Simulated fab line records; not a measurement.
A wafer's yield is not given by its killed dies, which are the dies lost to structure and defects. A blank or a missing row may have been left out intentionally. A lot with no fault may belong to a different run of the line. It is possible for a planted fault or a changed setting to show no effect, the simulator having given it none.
What tool caused it? ; flow n5_finfet ; Sampling: 8 lots, 22 wafers, 6 of 1938 route steps

WHAT THE GAUGES SHOWED, per wafer
N5_FIN_SAQP_OCD_MEAS_76.
lot;measured;on;trench_depth_nm (nm)
L519;day 2 03:03;ocd-01;122.4 124.1 122.8
L522;day 2 20:52;ocd-02;121.0 122.1 118.9
L523;day 3 02:39;ocd-01;123.2 121.1 120.6
L528;day 4 08:14;ocd-02;118.6 117.9 116.5
L532;day 5 08:01;ocd-01;0.5 0 0.1
L533;day 5 15:06;ocd-02;0 0 0
L536;day 6 09:35;ocd-01;123.1 117.0
L542;day 7 23:12;ocd-02;122.4 125.2

WHICH TOOL RAN EACH LOT (tool, then ch and the chambers of the sampled wafers, then the start)
lot;N5_FIN_SAQP_ETCH_57;N5_FIN_SAQP_HM_OPEN_33;N5_FIN_SAQP_ETCH_34;N5_FIN_SAQP_HM_CD_35;N5_FIN_SAQP_FIN_ETCH_36
L519;rie_diel-05 ch 0,1,2, day 2 01:00;rie_diel-04 ch 2,3, day 2 02:33;rie_diel-04 ch 2,3, day 2 02:37;cd_sem-03, day 2 02:46;rie_si-04 ch 0,1, day 2 02:50
L522;rie_diel-04 ch 0,1,2, day 2 18:40;rie_diel-06 ch 0,2,3, day 2 20:22;rie_diel-06 ch 0,2,3, day 2 20:26;cd_sem-02, day 2 20:35;rie_si-04 ch 0,1,3, day 2 20:40
L523;rie_diel-06 ch 1,3, day 3 00:34;rie_diel-05 ch 0,2, day 3 02:08;rie_diel-05 ch 0,2, day 3 02:13;cd_sem-01, day 3 02:22;rie_si-04 ch 0,3, day 3 02:26
L528;rie_diel-06 ch 1,2, day 4 06:10;rie_diel-04 ch 0,2, day 4 07:44;rie_diel-04 ch 0,2, day 4 07:48;cd_sem-02, day 4 07:57;rie_si-05 ch 0,2,3, day 4 08:01
L532;rie_diel-06 ch 0,1,2, day 5 05:51;rie_diel-05 ch 0,1,3, day 5 07:31;rie_diel-05 ch 0,1,3, day 5 07:35;cd_sem-02, day 5 07:44;rie_si-04 ch 1,2,3, day 5 07:48
L533;rie_diel-04 ch 0,2, day 5 12:42;rie_diel-04 ch 0,2,3, day 5 14:36;rie_diel-04 ch 0,2,3, day 5 14:40;cd_sem-03, day 5 14:49;rie_si-04 ch 0,1,2, day 5 14:53
L536;rie_diel-06 ch 1,2, day 6 07:32;rie_diel-06 ch 0,1, day 6 09:05;rie_diel-06 ch 0,1, day 6 09:10;cd_sem-01, day 6 09:19;rie_si-05 ch 1,2, day 6 09:22
L542;rie_diel-04 ch 1,3, day 7 20:55;rie_diel-05 ch 1,2, day 7 22:40;rie_diel-05 ch 1,2, day 7 22:44;cd_sem-01, day 7 22:53;rie_si-04 ch 0,1, day 7 22:56
- N5_FIN_SAQP_ETCH_57: etches SiNx in CH3F/O2, target depth 32.5 nm, time 46.4 s.
- N5_FIN_SAQP_HM_OPEN_33: chemistry CH3F/O2, target SiNx, target depth 49.4 nm, time 70.6 s.
- N5_FIN_SAQP_ETCH_34: etches SiO2 in C4F6/O2, target depth 45 nm, time 15 s.
- N5_FIN_SAQP_HM_CD_35: target cd 8 nm.
- N5_FIN_SAQP_FIN_ETCH_36: etches the open film in HBr/Cl2/O2, target depth 120 nm, time 50.4 s.

THE ANSWER, worked out from the rows above alone
Rule: the usual values come from the lots themselves. The widest of any qualifying gaps counts: lots, ordered by their means at a reading, are off when they make up no more than a third of the lots, leave a main group of 4 or more, and stand apart from it by 3 or more times the standard deviation of that group's means. Not used: any main group whose means are identical at the precision the tables above print for the reading. A lot without any number at a reading at which 4 lots or more have one is off too. Any other lot the step has rows for is counted as sound.
Off: L532, L533 (N5_FIN_SAQP_OCD_MEAS_76, trench_depth_nm). The main group: mean 121.2 nm, standard deviation 2.
A tool fits if, at a process step before that reading, it ran every lot that is off, and no sound lot after the first of them. Gauges at N5_FIN_SAQP_OCD_MEAS_76: tried the same way as those tools. No candidate that was tried fits.

WHAT WAS PUT IN BY THE SIMULATOR
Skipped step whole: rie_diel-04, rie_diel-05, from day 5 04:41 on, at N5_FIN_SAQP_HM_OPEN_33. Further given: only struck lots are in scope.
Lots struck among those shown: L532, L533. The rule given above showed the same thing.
